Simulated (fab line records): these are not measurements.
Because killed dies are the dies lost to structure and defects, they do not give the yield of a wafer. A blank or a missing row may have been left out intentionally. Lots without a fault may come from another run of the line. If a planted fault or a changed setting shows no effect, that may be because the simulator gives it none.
A lot that was struck, set against a sound lot | flow n5Finfet | 39 steps out of a route of 1938
Sound: wafers L756.1, L756.5, L756.6. Struck: wafer L762.4; the same lot's L762.2 was not struck, so it is left out; see the end for the cause.
For every step that has rows: the tool of each side, followed by ch and its chambers, followed by its first start. Under that, the readings that differ: sound wafers | struck wafers | difference of the means | sigmas: that difference in standard deviations of wafers without a fault.
alike: readings with means less than 2 such deviations apart, plus words and numbers identical on both sides. not compared: withheld readings, readings lacking a value on some wafer, bounds such as >300 that could conceal the same value, and numbers that have no deviation in the record and whose values overlap.
Wherever a step has rows on one side only, a row that says differs or no value, or a row with sigmas, the two part there. Numbers that don't overlap but have no deviation are shown without sigmas and don't part them. A reading missing from all wafers of one side parts the sides only when that side holds two or more wafers.

first, 12 steps without rows for these wafers: N5_BEOL_M3_ANNEAL_87 (time 240 s); N5_BEOL_M3_SPUTTER_88 (material Cu, target thk 4.5 nm, time 8.29 s); N5_BEOL_M3_ANNEAL_89 (time 240 s); N5_BEOL_M3_SPUTTER_90 (material Cu, target thk 4.5 nm, time 8.29 s); N5_BEOL_M3_ANNEAL_91 (time 240 s); N5_BEOL_M3_SPUTTER_92 (material Cu, target thk 4.5 nm, time 8.29 s); N5_BEOL_M3_ANNEAL_93 (time 240 s); N5_BEOL_M3_SPUTTER_94 (material Cu, target thk 4.5 nm, time 8.29 s); N5_BEOL_M3_ANNEAL_95 (time 240 s); N5_BEOL_M3_SPUTTER_96 (material Cu, target thk 4.5 nm, time 8.29 s); N5_BEOL_M3_ECD_50 (material Cu, target thk 300 nm); N5_BEOL_M3_ANNEAL_51 (time 90 s).
N5_BEOL_M3_CMP_52: polishes, stops on SiOC, t overpolish 6.8 s, target thk 40 nm.
  sound on cmp-01 ch 2,3, day 10 17:29; struck on cmp-01 ch 2, day 11 03:41
reading                   | sound             | struck | difference | sigmas
barrierFieldEndpointS (s) | 24.9 24.7 25.4    | 41.2   | +16.2      | +23
overpolishRunS (s)        | 6.800 6.801 6.803 | 0.034  | -6.767     | -99 or more
timeToEndpointS (s)       | 66 61 66          | 82     | +18        | +5
  alike: motorCurrentA
N5_BEOL_M3_THK_MEAS_53: measures by xrf.
  struck on filmMetro-02, day 11 03:56; sound on filmMetro-02, day 10 17:47
reading     | sound          | struck | difference | sigmas
M3_THK (nm) | 39.4 40.0 41.1 | 152.2  | +112.0     | +66
then, 4 steps without rows for these wafers: N5_BEOL_M3_PRE_CLEAN_60 (time 15 s); N5_BEOL_M3_CO_CAP_55 (material Co, precursor CCTBA/H2, target thk 2 nm, time 102.1 s); N5_BEOL_M3_PRE_CLEAN_56 (time 15 s); N5_BEOL_M3_DEP_57 (deposits SiCN from 3MS/NH3, target thk 8 nm, time 14 s).
N5_BEOL_M3_INSPECT_59: inspects for defects (darkfield).
  struck on defectInspect-01, day 11 04:14; sound on defectInspect-02, day 10 18:04
reading        | sound     | struck | difference | sigmas
rawDefectCount | 103 78 83 | 5109   | +5021      | +99 or more
then, 18 steps without rows for these wafers: N5_BEOL_M4_ILD_DEP_00 (deposits SiOC from DEMS/O2, target thk 79 nm, time 15.3 s); N5_BEOL_M4_PECVD_72 (deposits SiO2 from TEOS/O2, target thk 16 nm, time 18 s); N5_BEOL_M4_HM_DEP_02 (deposits TiN, target thk 20 nm); N5_BEOL_M4_COAT_61 (time 60 s, resist thk 60 nm); N5_BEOL_M4_COAT_62 (time 60 s, resist thk 12 nm); N5_BEOL_M4_COAT_73 (time 60 s, resist thk 5 nm); N5_BEOL_M4_COAT_05 (resist thk 30 nm); N5_BEOL_M4_EBR_07; N5_BEOL_M4_SOFTBAKE_06 (time 60 s); N5_BEOL_M4_EXPOSE_08 (exposes mask M4); N5_BEOL_M4_PEB_09 (peb time 60 s); N5_BEOL_M4_DEVELOP_10 (develop time 30 s); N5_BEOL_M4_DESCUM_16 (chemistry O2, time 7 s); N5_BEOL_M4_ETCH_74 (etches underlayer in N2/H2, target depth 6.5 nm, time 5.2 s); N5_BEOL_M4_ETCH_63 (etches SiARC in CF4, target depth 15.6 nm, time 26 s); N5_BEOL_M4_ETCH_64 (etches SOC in N2/H2, target depth 75 nm, overetch 22.5 nm, time 121.9 s); N5_BEOL_M4_STRIP_65 (strips in N2/H2); N5_BEOL_M4_STRIP_75 (strips in N2/H2).
N5_BEOL_M4_RC_MEAS_101:
  the record has rows for the sound wafers here (prober-01 ch 0, day 11 03:31) and none for the struck ones
-- the record jumps here: 6 days lie between the struck wafers' starts before and after (it left off in module BEOL_M4 and takes up again in module PASSIVATION, whose first step shown is number 1936 of the route) --
N5_PASSIVATION_PROBE_49:
  struck on prober-02, day 17 04:11; sound on prober-02, day 16 06:25
reading                | sound          | struck | difference | sigmas
defectLimitedYield (%) | 91.4 92.7 92.8 | 0      | -92        | -66
killed_at_M0_to_M3     | 35 27 24       | 1096   | +1067      | +99 or more
killedAtOther          | 2 6 5          | 20     | +16        | +5
killedDies             | 102 86 85      | 1180   | +1089      | +64
killedOnRim            | 18 12 11       | 152    | +138       | +35
sort_bin_4_leakage (%) | 0.51 0 0.08    | 0      | +0         | -3
sortNPass              | 1072 1094 1094 | 0      | -1087      | -45
sortYieldPct (%)       | 90.8 92.7 92.7 | 0      | -92        | -46
  alike: killed_at_M4_up, killedAtContacts, killedAtFrontEnd, killedOpen, killedShort, sort_bin_5_function, sort_bin_6_memory

== WHERE THEY PART ==
First at N5_BEOL_M3_CMP_52; last, within this record, at N5_PASSIVATION_PROBE_49.

WHY: what the simulator had put in
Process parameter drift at N5_BEOL_M3_CMP_52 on cmp-01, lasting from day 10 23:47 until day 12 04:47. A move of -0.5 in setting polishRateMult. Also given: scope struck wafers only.
